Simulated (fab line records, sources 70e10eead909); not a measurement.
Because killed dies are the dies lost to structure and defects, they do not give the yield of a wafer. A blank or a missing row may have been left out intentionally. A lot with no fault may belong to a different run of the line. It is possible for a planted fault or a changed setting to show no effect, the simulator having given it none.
Which tool did it? | flow nand harc | Sampling: 11 lots, 33 wafers, 5 of 1159 route steps

WHAT EACH GAUGE READ, for each wafer
NHARC_END_SORT_01.
lot  | measured     | on        | killed at array
L809 | day 22 00:13 | prober-02 | 675 671 675
L810 | day 22 03:44 | prober-01 | 676 674 675
L811 | day 22 09:38 | prober-02 | 671 673 670
L812 | day 23 06:41 | prober-01 | 672 673 674

WHICH TOOL RAN EACH LOT (tool, then ch and the chambers of the sampled wafers, then the start)
lot  | NHARC_A_CHANNEL_FILL_D1_ALD_14   | NHARC_A_CHANNEL_FILL_D1_STRIP_28   | NHARC_A_CHANNEL_FILL_D1_STRIP_29              | NHARC_A_STAIRCASE_ETCH_169
L797 | ald hk-01 ch 0,3, day 8 18:34    | rie diel-08 ch 0,2,3, day 9 12:11  | rie diel-09 ch 0,3, day 10 12:47 or earlier   | rie diel-04 ch 1,2, day 10 12:47
L798 | ald hk-03 ch 0,2,3, day 9 12:25  | rie diel-09 ch 1,2,3, day 10 07:28 | rie diel-10 ch 1,2,3, day 11 11:26 or earlier | rie diel-05 ch 0,1,2, day 11 11:26
L800 | ald hk-01 ch 1,2, day 9 12:25    | rie diel-10 ch 0,1,2, day 10 07:31 | rie diel-08 ch 0,1, day 11 00:52              | rie diel-05 ch 1,3, day 11 09:16
L802 | ald hk-02 ch 0,2,3, day 10 02:01 | rie diel-09 ch 0,1, day 10 19:04   | rie diel-10 ch 1,2,3, day 11 23:40 or earlier | rie diel-05 ch 0,1, day 11 23:40
L804 | ald hk-02 ch 0,2,3, day 10 17:03 | rie diel-10 ch 1,2, day 11 11:31   | rie diel-10 ch 1,2,3, day 12 12:13 or earlier | rie diel-04 ch 0,2, day 12 12:13
L805 | ald hk-03 ch 0,2,3, day 10 17:11 | rie diel-09 ch 0,3, day 11 11:33   | rie diel-09 ch 0,1,2, day 12 12:25 or earlier | rie diel-04 ch 0,3, day 12 12:25
L803 | ald hk-03 ch 1,2,3, day 10 22:51 | rie diel-10 ch 0,1,2, day 11 16:28 | rie diel-10 ch 0,1,3, day 12 17:34 or earlier | rie diel-04 ch 0,1,2, day 12 17:34
L809 | ald hk-03 ch 1,2,3, day 12 04:47 | rie diel-10 ch 0,2,3, day 12 21:59 | rie diel-09 ch 0,1,3, day 13 22:39 or earlier | rie diel-04 ch 0,1,3, day 13 22:39
L810 | ald hk-01 ch 1,2,3, day 12 04:48 | rie diel-09 ch 0,2, day 12 21:58   | rie diel-10 ch 0,2,3, day 13 23:05 or earlier | rie diel-04 ch 1,2, day 13 23:05
L811 | ald hk-01 ch 0,1,2, day 12 14:28 | rie diel-10 ch 1,2,3, day 13 07:40 | rie diel-09 ch 0,1,3, day 14 08:22 or earlier | rie diel-04 ch 0,1,2, day 14 08:22
L812 | ald hk-03 ch 0,1,2, day 12 14:29 | rie diel-10 ch 0,1, day 13 07:38   | rie diel-08 ch 1,2,3, day 14 08:32 or earlier | rie diel-04 ch 1,2, day 14 08:32
- NHARC_A_CHANNEL_FILL_D1_ALD_14: deposits SiO2, target thk 2.5 nm, pulse time 10 s, ald cycles 25.
- NHARC_A_CHANNEL_FILL_D1_STRIP_28: strips in O2, time 20 s.
- NHARC_A_CHANNEL_FILL_D1_STRIP_29: strips in O2, time 20 s.
- NHARC_A_STAIRCASE_ETCH_169: etches the open film in CH3F/O2, target depth 50 nm, time 107.1 s.

THE ANSWER, worked out from the rows above alone
Rule: the lots themselves supply what counts as usual. The widest of any qualifying gaps counts: lots, ordered by their means at a reading, are off when they make up no more than a third of the lots, leave a main group of 4 or more, and stand apart from it by 3 or more times the standard deviation of that group's means. If all means in a main group match to the digits the tables above print for the reading, that group is not used. A lot without any number at a reading at which 4 lots or more have one is off too. All remaining lots with rows at the step are treated as sound.
Nothing can be told from this: no lot is off at any reading shown.

WHAT HAD BEEN PUT IN BY THE SIMULATOR
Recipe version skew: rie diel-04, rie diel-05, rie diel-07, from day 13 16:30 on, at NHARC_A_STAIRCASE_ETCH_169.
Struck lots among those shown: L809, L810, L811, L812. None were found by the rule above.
